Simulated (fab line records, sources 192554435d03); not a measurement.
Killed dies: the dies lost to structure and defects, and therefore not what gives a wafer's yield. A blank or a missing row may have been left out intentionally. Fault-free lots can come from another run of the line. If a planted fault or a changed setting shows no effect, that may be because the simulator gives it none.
Split-lot study	flow n5 finfet	39 wafers read from 7 lots, route of 1938 steps

## THE SPLIT
At N5_BEOL_M3_PECVD_72 (deposits SiO2 from TEOS/O2, target thk 16 nm, time 18 s), the setting time s was moved away from the recipe's 18 s on 9 of the 39 wafers read, by -53.9% to +35.3%. For the rest of the wafers, this setting stayed at what the recipe calls for.

Reading taken at the split's own step.

## THE READING
SiO2_of_BEOL_M3_PECVD_72.thk nm (the simulator's own value, which no gauge read), in nm, at N5_BEOL_M3_PECVD_72 (deposits SiO2 from TEOS/O2, target thk 16 nm, time 18 s). The file does not state a usual value for it. Across the 30 wafers here that went through the recipe, the average is 16.1 nm and the standard deviation 0.22 nm.

wafer	tool, chamber at the split	time s as run, s	against the recipe	SiO2_of_BEOL_M3_PECVD_72.thk nm, nm	against lot-mates on the recipe
L074.1	pecvd-04, 2,1	18	recipe	16	-
L074.3	pecvd-04, 2,1	18	recipe	16	-
L074.2	pecvd-04, 0,2	20.75	+15.3%	18.4	+2.3
L074.4	pecvd-04, 0,2	20.75	+15.3%	18.4	+2.3
L074.5	pecvd-04, 1	18	recipe	16.2	-
L074.6	pecvd-04, 0	20.75	+15.3%	18.6	+2.5
L078.1	pecvd-01, 0,1,2	18	recipe	16	-
L078.3	pecvd-01, 0,1,2	18	recipe	16	-
L078.5	pecvd-01, 0,1,2	18	recipe	16	-
L078.2	pecvd-01, 2,0	18	recipe	16.2	-
L078.6	pecvd-01, 2,0	18	recipe	16.2	-
L078.4	pecvd-01, 1	18	recipe	16.4	-
L085.1	pecvd-04, 1,0	18	recipe	15.8	-
L085.2	pecvd-04, 1,0	18	recipe	15.8	-
L085.3	pecvd-04, 1	18	recipe	16.4	-
L085.4	pecvd-04, 0	18	recipe	16	-
L085.5	pecvd-04, 0,1	18	recipe	16.2	-
L085.6	pecvd-04, 0,1	18	recipe	16.2	-
L086.2	pecvd-01, 1	18	recipe	15.8	-
L086.4	pecvd-01, 0	18	recipe	16.2	-
L086.6	pecvd-01, 2	18	recipe	16	-
L088.1	pecvd-03, 1	24.35	+35.3%	21.4	+5.5
L088.2	pecvd-03, 0,2	24.35	+35.3%	21.2	+5.3
L088.3	pecvd-03, 0,2	24.35	+35.3%	21.2	+5.3
L088.4	pecvd-03, 0	18	recipe	15.8	-
L088.5	pecvd-03, 1,2	18	recipe	16	-
L088.6	pecvd-03, 1,2	18	recipe	16	-
L093.1	pecvd-04, 2,1,2	18	recipe	16.2	-
L093.2	pecvd-04, 2,1,2	18	recipe	16.2	-
L093.6	pecvd-04, 2,1,2	18	recipe	16.2	-
L093.3	pecvd-04, 0	18	recipe	16	-
L093.4	pecvd-04, 1,0	18	recipe	16.4	-
L093.5	pecvd-04, 1,0	18	recipe	16.4	-
L096.1	pecvd-03, 1,0	8.298	-53.9%	7.2	-8.5
L096.3	pecvd-03, 1,0	8.298	-53.9%	7.2	-8.5
L096.2	pecvd-03, 2	18	recipe	15.4	-
L096.4	pecvd-03, 0	18	recipe	15.8	-
L096.5	pecvd-03, 2	18	recipe	16	-
L096.6	pecvd-03, 1	8.298	-53.9%	7.4	-8.3
Where a row lists several chambers, the file gives one row for several wafers and doesn't say which wafer went through which chamber.

THE FIT
A straight line over all 39 wafers: SiO2_of_BEOL_M3_PECVD_72.thk nm changes by +0.158 nm for each +1% of time s; r = +1.00; the points scatter about the line by 0.24 nm.
The same after taking each lot's own level away (the mean of its wafers on the recipe; 39 wafers): +0.155 nm for each +1%; r = +1.00; scatter 0.17 nm.
On that fit, the largest move of time s shifts the reading by 8.4 nm.
Across the lots, their own levels run from 15.73 to 16.23 nm, a range of 2.3 times the standard deviation given above.
Hence the lot-to-lot level has little effect on the slope; both slopes agree.
Check: with one of the wafers moved furthest among these (-53.9%) left out of the fit, the line predicts -8.35 nm for it against its lot-mates. Against them it came out at -8.53 nm.

## ADDITIONAL SPLITS CARRIED BY THESE WAFERS
Note: prior to the reading, these wafers also went through further splits. Each is held against what the fit with the lots' levels taken away leaves over:
other split on the same wafers	wafers away from the commonest value	r with SiO2_of_BEOL_M3_PECVD_72.thk nm (lot level and that fit taken away)
N5_ZERO_LAYER_PECVD_02 time s	18	-0.10
N5_FIN_SAQP_HM_DEP_72 target thk a	9	+0.08
N5_SDB_ALD_29 ald cycles	15	-0.12
N5_HKMG_FIN_ETCH_35 target depth a	12	-0.12

## THE FILE'S OWN FIT
SiO2_of_BEOL_M3_PECVD_72.thk nm changes by +0.155 nm for each +1% of time s, r = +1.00.
